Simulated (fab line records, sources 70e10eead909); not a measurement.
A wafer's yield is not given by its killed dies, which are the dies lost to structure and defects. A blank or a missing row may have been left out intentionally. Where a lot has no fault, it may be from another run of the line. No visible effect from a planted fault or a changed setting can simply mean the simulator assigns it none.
Matching of chambers -- flow nandHarc -- rieDiel-11 running NHARC_A_BONDPAD_STRIP_15: 4 sister chambers
The step strips in O2. 4 wafers are shown with their chamber, then 12 later ones without.

== WAFERS PAIRED WITH THEIR CHAMBERS ==
wafer,chamber,showerheadPlenumPTorr (Torr)
L085.2,1,3.30
L085.5,2,3.33
L086.2,3,3.66
L086.6,0,3.71

== WAFERS MISSING THEIR CHAMBER ==
wafer,showerheadPlenumPTorr (Torr)
L089.2,3.29
L089.4,3.65
L089.5,3.29
L091.1,3.65
L091.3,3.29
L091.5,3.65
L088.1,3.65
L088.2,3.29
L088.3,3.33
L096.1,3.29
L096.4,3.32
L096.5,3.29

== WHICH CHAMBER EACH ONE RAN IN ==
wafer,from the rows above,in truth
L089.2,1,1
L089.4,3,3
L089.5,1,1
L091.1,3,3
L091.3,1,1
L091.5,3,3
L088.1,3,3
L088.2,1,1
L088.3,2,2
L096.1,1,1
L096.4,can't be placed: 2 or 1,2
L096.5,1,1
Placed correctly: 11 of 12. From these rows, 1 cannot be placed; in 1 the true chamber is one of the candidates. Placed wrongly: 0.
How it was worked out, from the rows above alone: a wafer's distance from a chamber is the root of the sum, over the readings, of the square of ((its reading less the chamber's mean) divided by the reading's scatter). The wafer belongs to the nearest chamber; if the next one is less than 2 further off, it can't be placed. The mean given for a chamber averages the wafers shown for that chamber. The scatter: root of mean squared gap, hidden wafer to nearest shown wafer, with one shown wafer a chamber.
